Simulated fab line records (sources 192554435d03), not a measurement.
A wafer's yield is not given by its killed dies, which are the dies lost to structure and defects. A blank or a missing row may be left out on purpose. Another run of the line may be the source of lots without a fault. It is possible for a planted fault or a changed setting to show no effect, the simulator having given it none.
One fault through the eyes of 3 desks    flow n5-finfet    each desk has only its own numbers; what lay behind them comes last

== THE DEFECT DESK ==
Lot by lot, what the route's inspections counted, given as the mean of those sampled wafers with a number. Any lot whose mean is over 4 standard deviations away from the usual mean is out of limits and marked OUT; that distance is given in the brackets.
Columns: A = raw-defect-count at N5_MOL_CONTACT_COAG_INSPECT_42, usual 199
lot   first seen here  A
L325  day 5 06:58      279
L326  day 5 08:47      260
L332  day 6 23:41      914 (+13) OUT
L336  day 8 02:03      521 (+6.0) OUT
L340  day 9 06:40      245
L345  day 10 10:38     240
L346  day 10 21:29     203
L348  day 11 07:22     134
This desk's verdict: out of limits on L332, L336, starting with L332 at day 6 23:41 (raw-defect-count at N5_MOL_CONTACT_COAG_INSPECT_42). L325, L326, L340, L345, L346, L348 stayed within limits.

== TOOL OWNER'S DESK, rie-diel-02 ==
The tool's own readings at N5_MOL_CONTACT_COAG_ETCH_91 (etches SOC in N2/H2, target depth 60 nm, overetch 21 nm, time 101.2 s): means of the sampled wafers that have a number, for each lot that ran on this tool. Any lot whose mean is over 4 standard deviations away from the usual mean is out of limits and marked OUT; that distance is given in the brackets.
Columns: A = drypump-motor-current-A at N5_MOL_CONTACT_COAG_ETCH_91, usual 5.8 A; B = oes-product-au at N5_MOL_CONTACT_COAG_ETCH_91, usual 0.63 a.u.; C = rf-vpp-V at N5_MOL_CONTACT_COAG_ETCH_91, usual 523.8 V; D = showerhead-plenum-p-Torr at N5_MOL_CONTACT_COAG_ETCH_91, usual 2.54 Torr; E = throttle-valve-pct at N5_MOL_CONTACT_COAG_ETCH_91, usual 17.83 %
lot   first seen here  A    B     C      D     E
L326  day 5 07:45      5.9  0.70  523.0  2.49  17.82
L332  day 6 22:42      5.6  0.66  525.3  2.60  17.77
L336  day 8 01:11      5.9  0.66  522.7  2.49  17.83
L346  day 10 20:30     6.1  0.69  519.7  2.42  17.80
L348  day 11 06:30     5.6  0.63  524.6  2.58  17.84
Finding of this desk: none of the 5 lots has anything out of limits.

== FROM THE METROLOGY DESK ==
Means of the sampled wafers that have a number, per lot and without regard to the tool the lot ran on: this is what the gauges read. Any lot whose mean is over 4 standard deviations away from the usual mean is out of limits and marked OUT; that distance is given in the brackets. Of its 10 readings 7 are shown: those that lie furthest out on some lot.
Columns: A = DIBL_P at N5_BEOL_M4_RC_MEAS_101, usual 36.2 mV/V; B = IOFF_P at N5_BEOL_M4_RC_MEAS_101, usual 0.22 nA/um; C = ION_N at N5_BEOL_M4_RC_MEAS_101, usual 676 uA/um; D = ION_P at N5_BEOL_M4_RC_MEAS_101, usual 465 uA/um; E = SS_N at N5_BEOL_M4_RC_MEAS_101, usual 71.4 mV/dec; F = SS_P at N5_BEOL_M4_RC_MEAS_101, usual 73.2 mV/dec; G = VT_P at N5_BEOL_M4_RC_MEAS_101, usual -250 mV
lot   first seen here  A     B     C    D    E     F     G
L326  day 8 04:22      36.9  0.20  675  465  70.8  73.4  -250
L325  day 8 04:23      36.0  0.25  680  475  71.1  72.9  -246
L332  day 9 22:11      34.4  0.22  676  464  71.4  73.0  -248
L336  day 11 02:14     35.7  0.21  673  459  72.1  73.4  -250
L340  day 11 20:20     35.4  0.17  676  458  71.0  72.5  -255
L345  day 13 04:31     38.0  0.27  686  477  71.5  73.3  -247
L346  day 13 15:16     33.8  0.20  670  461  71.4  72.6  -251
L348  day 14 09:07     35.8  0.15  676  457  70.8  73.0  -258
Finding of this desk: none of the 8 lots has anything out of limits.

== TAKEN TOGETHER ==
The defect desk could have raised an alarm at day 6 23:41, on L332, L336.
The tool owner's desk saw nothing out of limits.
Metrology desk: nothing out of limits seen.
The tool owner's desk has L332, L336 on record, within its limits.
The metrology desk holds a record of L332, L336, inside its limits.
Of the lots named, all ran N5_MOL_CONTACT_COAG_ETCH_91 on rie-diel-02.

== WHAT THE SIMULATOR HAD PUT IN ==
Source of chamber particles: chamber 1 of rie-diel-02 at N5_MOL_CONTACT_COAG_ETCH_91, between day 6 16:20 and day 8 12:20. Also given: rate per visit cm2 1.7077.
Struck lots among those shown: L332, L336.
Hours from the fault's start to each desk's first reading out of limits: the defect desk, 7.
